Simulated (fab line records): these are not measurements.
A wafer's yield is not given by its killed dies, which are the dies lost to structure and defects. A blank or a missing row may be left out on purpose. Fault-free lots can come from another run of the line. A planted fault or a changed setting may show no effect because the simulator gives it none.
The tool behind it: which one?    flow n5-finfet    9 lots, 26 wafers sampled, at 5 steps of a route of 1938

== WHAT THE GAUGES SHOWED, per wafer ==
N5_BEOL_M0_SAQP_CD_MEAS_29: the cd target is 14.4 nm. Usual: cd-nm 15.02 nm, standard deviation 0.24.
lot   measured      on         cd-nm (nm)         flag
L852  day 5 21:44   cd-sem-01  15.31 14.98        
L853  day 6 01:17   cd-sem-03  14.38 15.07 15.42  
L855  day 6 17:28   cd-sem-03  15.37 15.51 15.21  
L861  day 8 04:24   cd-sem-02  15.28 15.40 14.85  
L864  day 9 01:40   cd-sem-02  15.17 15.18 15.17  
L870  day 10 07:21  cd-sem-02  15.04 15.01 15.21  
L871  day 10 11:46  cd-sem-01  14.58 14.96 15.16  
L872  day 10 15:43  cd-sem-01  15.41 14.82 15.12  
L873  day 11 04:31  cd-sem-03  14.95 15.46 15.14  

N5_BEOL_M4_RC_MEAS_101. Usual: DIBL_N 36.0 mV/V, standard deviation 2.2; DIBL_P 35.9 mV/V, standard deviation 2.6; IOFF_N 0.16 nA/um, standard deviation 0.038; IOFF_P 0.21 nA/um, standard deviation 0.042; ION_N 675 uA/um, standard deviation 15; ION_P 463 uA/um, standard deviation 10; SS_N 71.5 mV/dec, standard deviation 0.62; SS_P 73.2 mV/dec, standard deviation 0.76; VT_N 250 mV, standard deviation 4.1; VT_P -251 mV, standard deviation 3.6.
lot   measured      on         DIBL_N (mV/V)   DIBL_P (mV/V)   IOFF_N (nA/um)  IOFF_P (nA/um)  ION_N (uA/um)  ION_P (uA/um)  SS_N (mV/dec)   SS_P (mV/dec)   VT_N (mV)    VT_P (mV)       flag
L852  day 8 00:44   prober-01  37.3 35.4       37.3 35.0       0.17 0.14       0.21 0.19       674 667        461 454        71.5 71.6       73.2 72.4       251 251      -254 -253       
L853  day 8 00:55   prober-02  36.3 35.1 32.8  37.2 36.8 34.1  0.17 0.15 0.12  0.21 0.19 0.16  675 662 672    458 454 463    72.3 71.6 70.7  73.5 73.3 72.1  249 251 253  -252 -252 -255  
L855  day 9 00:44   prober-01  32.4 32.1 34.7  31.1 31.3 33.8  0.10 0.10 0.13  0.14 0.14 0.18  662 648 674    457 454 465    71.0 70.5 71.4  72.7 72.4 74.1  259 260 255  -258 -257 -251  
L861  day 10 11:47  prober-01  32.1 37.1 35.9  32.0 37.1 37.0  0.11 0.16 0.15  0.13 0.19 0.20  679 687 676    457 463 453    70.8 72.5 71.3  71.7 72.6 72.6  251 250 247  -258 -254 -252  
L864  day 11 13:40  prober-02  35.7 32.8 36.7  35.0 31.4 34.6  0.15 0.11 0.16  0.19 0.15 0.19  671 670 669    464 458 457    70.9 70.7 71.8  72.2 72.1 72.8  248 253 249  -250 -254 -250  
L870  day 12 17:16  prober-02  38.6 39.9 38.5  39.0 42.4 39.0  0.18 0.22 0.20  0.23 0.29 0.25  675 696 689    464 482 472    71.9 72.1 71.6  73.4 73.9 73.0  249 245 246  -250 -248 -250  
L871  day 13 05:34  prober-02  38.0 34.9 34.1  39.0 35.5 34.3  0.20 0.15 0.13  0.25 0.19 0.18  685 689 664    465 469 458    72.1 71.6 71.3  74.5 73.0 73.1  248 250 253  -251 -250 -254  
L872  day 13 02:10  prober-02  35.9 32.9 33.8  36.9 32.5 31.9  0.17 0.12 0.12  0.28 0.19 0.18  684 663 656    476 462 454    71.5 70.3 70.8  74.2 72.6 72.2  249 255 252  -243 -249 -251  
L873  day 13 18:15  prober-01  37.4 33.0 37.6  40.0 33.5 40.5  0.21 0.14 0.22  0.26 0.17 0.25  678 679 692    458 467 470    71.8 71.5 72.9  74.5 72.5 74.6  242 249 244  -250 -254 -249  

== TOOL THAT RAN EACH LOT (tool first, then ch and the chambers of the sampled wafers, then the start) ==
lot   N5_BEOL_M0_SAQP_MANDREL_ETCH_103  N5_BEOL_M0_SAQP_ETCH_106            N5_BEOL_M0_SAQP_ETCH_73
L852  rie-si-05 ch 0,1, day 5 19:56     rie-diel-03 ch 0,2, day 5 20:41     rie-diel-03 ch 2, day 5 22:13
L853  rie-si-02 ch 0,2, day 5 23:41     rie-diel-02 ch 1,2, day 6 00:13     rie-diel-02 ch 0,1, day 6 01:53
L855  rie-si-02 ch 0,1,2, day 6 14:45   rie-diel-03 ch 1,2, day 6 15:22     rie-diel-03 ch 1,2, day 6 18:05
L861  rie-si-02 ch 0,3, day 8 02:41     rie-diel-03 ch 0,2,3, day 8 03:13   rie-diel-02 ch 1,2,3, day 8 05:01
L864  rie-si-01 ch 1,2,3, day 8 23:44   rie-diel-03 ch 0,1,3, day 9 00:15   rie-diel-02 ch 0,1,3, day 9 02:16
L870  rie-si-02 ch 0,1,2, day 10 05:44  rie-diel-05 ch 0,1,3, day 10 06:15  rie-diel-02 ch 0,2,3, day 10 08:03
L871  rie-si-01 ch 0,1,3, day 10 10:11  rie-diel-02 ch 0,1,3, day 10 10:43  rie-diel-05 ch 0,1,2, day 10 12:15
L872  rie-si-05 ch 2,3, day 10 13:49    rie-diel-03 ch 2,3, day 10 14:21    rie-diel-05 ch 2,3, day 10 16:20
L873  rie-si-02 ch 0,1,3, day 11 02:54  rie-diel-03 ch 1,2,3, day 11 03:26  rie-diel-03 ch 0,1,3, day 11 05:28
- N5_BEOL_M0_SAQP_MANDREL_ETCH_103: etches a-Si in HBr/Cl2, stops on SiCN, target depth 45 nm, bt time 10 s, time 27 s.
- N5_BEOL_M0_SAQP_ETCH_106: etches SOC in N2/H2, stops on SiNx, target depth 150 nm.
- N5_BEOL_M0_SAQP_ETCH_73: etches SiARC in CF4, target depth 19.5 nm, time 32.5 s.

== AS READ BY THE TOOLS THEMSELVES (means over the sampled wafers that have a number; for cases with no such wafer, the mark the record gives instead) ==
N5_BEOL_M0_SAQP_MANDREL_ETCH_103. Usual: drypump-motor-current-A 5.5 A, standard deviation 0.4; oes-product-au 0.685 a.u., standard deviation 0.011; throttle-valve-pct 35.2 %, standard deviation 0.34.
lot   tool       drypump-motor-current-A (A)  oes-product-au (a.u.)  throttle-valve-pct (%)  flag
L852  rie-si-05  5.4                          0.675                  35.2                    
L853  rie-si-02  5.3                          0.690                  35.3                    
L855  rie-si-02  5.3                          0.682                  35.2                    
L861  rie-si-02  5.2                          0.684                  35.4                    
L864  rie-si-01  5.9                          0.690                  35.4                    
L870  rie-si-02  5.3                          0.688                  35.1                    
L871  rie-si-01  6.1                          0.689                  35.2                    
L872  rie-si-05  5.8                          0.674                  35.4                    
L873  rie-si-02  5.2                          0.686                  35.2                    

N5_BEOL_M0_SAQP_ETCH_106. Usual: drypump-motor-current-A 5.7 A, standard deviation 0.59; n2-flow-sccm 200.0 sccm, standard deviation 0.61; oes-product-au 0.80 a.u., standard deviation 0.07; rf-vpp-V 240.7 V, standard deviation 1.2; showerhead-plenum-p-Torr 2.54 Torr, standard deviation 0.054; throttle-valve-pct 17.75 %, standard deviation 0.2.
lot   tool         drypump-motor-current-A (A)  n2-flow-sccm (sccm)  oes-product-au (a.u.)  rf-vpp-V (V)  showerhead-plenum-p-Torr (Torr)  throttle-valve-pct (%)  flag
L852  rie-diel-03  5.5                          200.1                0.78                   241.0         2.54                             17.78                   
L853  rie-diel-02  6.2                          199.9                0.75                   241.2         2.51                             17.79                   
L855  rie-diel-03  5.1                          199.9                0.86                   242.1         2.62                             17.66                   
L861  rie-diel-03  5.9                          199.6                0.78                   240.9         2.55                             17.76                   
L864  rie-diel-03  5.6                          199.5                0.84                   241.1         2.55                             17.69                   
L870  rie-diel-05  5.9                          200.4                0.74                   240.0         2.53                             17.89                   
L871  rie-diel-02  5.5                          200.5                0.79                   240.0         2.50                             17.84                   
L872  rie-diel-03  6.0                          199.5                0.72                   241.7         2.59                             17.78                   
L873  rie-diel-03  5.7                          199.6                0.78                   242.0         2.59                             17.72                   

N5_BEOL_M0_SAQP_ETCH_73. Usual: drypump-motor-current-A 5.7 A, standard deviation 0.56; etch-rf-on-time-s 32.1 s, standard deviation 0.74; oes-product-au 0.69 a.u., standard deviation 0.063; rf-vpp-V 184.0 V, standard deviation 0.97; showerhead-plenum-p-Torr 2.14 Torr, standard deviation 0.047; throttle-valve-pct 15.51 %, standard deviation 0.2.
lot   tool         drypump-motor-current-A (A)  etch-rf-on-time-s (s)  oes-product-au (a.u.)  rf-vpp-V (V)  showerhead-plenum-p-Torr (Torr)  throttle-valve-pct (%)  flag
L852  rie-diel-03  5.7                          32.3                   0.61                   183.9         2.21                             15.72                   
L853  rie-diel-02  5.6                          31.3                   0.74                   183.7         2.08                             15.26                   
L855  rie-diel-03  5.4                          32.4                   0.67                   185.2         2.20                             15.60                   
L861  rie-diel-02  5.9                          32.7                   0.65                   184.6         2.11                             15.62                   
L864  rie-diel-02  5.5                          28.2                   0.77                   183.4         2.08                             15.39                   OFF
L870  rie-diel-02  5.8                          28.5                   0.74                   183.1         2.10                             15.52                   OFF
L871  rie-diel-05  5.8                          32.4                   0.64                   185.0         2.16                             15.55                   
L872  rie-diel-05  6.2                          31.9                   0.69                   182.8         2.12                             15.70                   
L873  rie-diel-03  5.6                          31.7                   0.71                   184.4         2.14                             15.46                   

== THE ANSWER, worked out from the rows above alone ==
Rule: a lot counts as off when the mean over its wafers that have a number is more than 3 standard deviations away from the usual mean. Also off: a lot with no number at a reading for which 4 or more lots have one. All remaining lots with rows at the step are treated as sound. The gauges are gone through in route order, then the tools' own readings, and for those a lot's mean is taken as printed above. The first step at which some lot is off is used, and at that step the reading that is off furthest; a lot without a number counts as furthest.
Off: L864, L870, at N5_BEOL_M0_SAQP_ETCH_73 (etch-rf-on-time-s).
If a tool, at that step or one of the process steps before it, ran each lot that is off and ran no sound lot following the first of them, it fits. One candidate fits, namely rie-diel-02 at N5_BEOL_M0_SAQP_ETCH_73. Its last sound lot is L861 (day 8 05:01), its first lot that is off L864 (day 9 02:16): a fault that began between those two fits.
On the lots that are off, the tool's own readings at N5_BEOL_M0_SAQP_ETCH_73 differ by more than 5 times the standard deviation of the sound lots' means, which bears it out; etch-rf-on-time-s reads 28.4 s there versus 32.1 s on the sound lots.

== WHAT HAD BEEN PUT IN BY THE SIMULATOR ==
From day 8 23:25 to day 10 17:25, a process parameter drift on rie-diel-02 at N5_BEOL_M0_SAQP_ETCH_73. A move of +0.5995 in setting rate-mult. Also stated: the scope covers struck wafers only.
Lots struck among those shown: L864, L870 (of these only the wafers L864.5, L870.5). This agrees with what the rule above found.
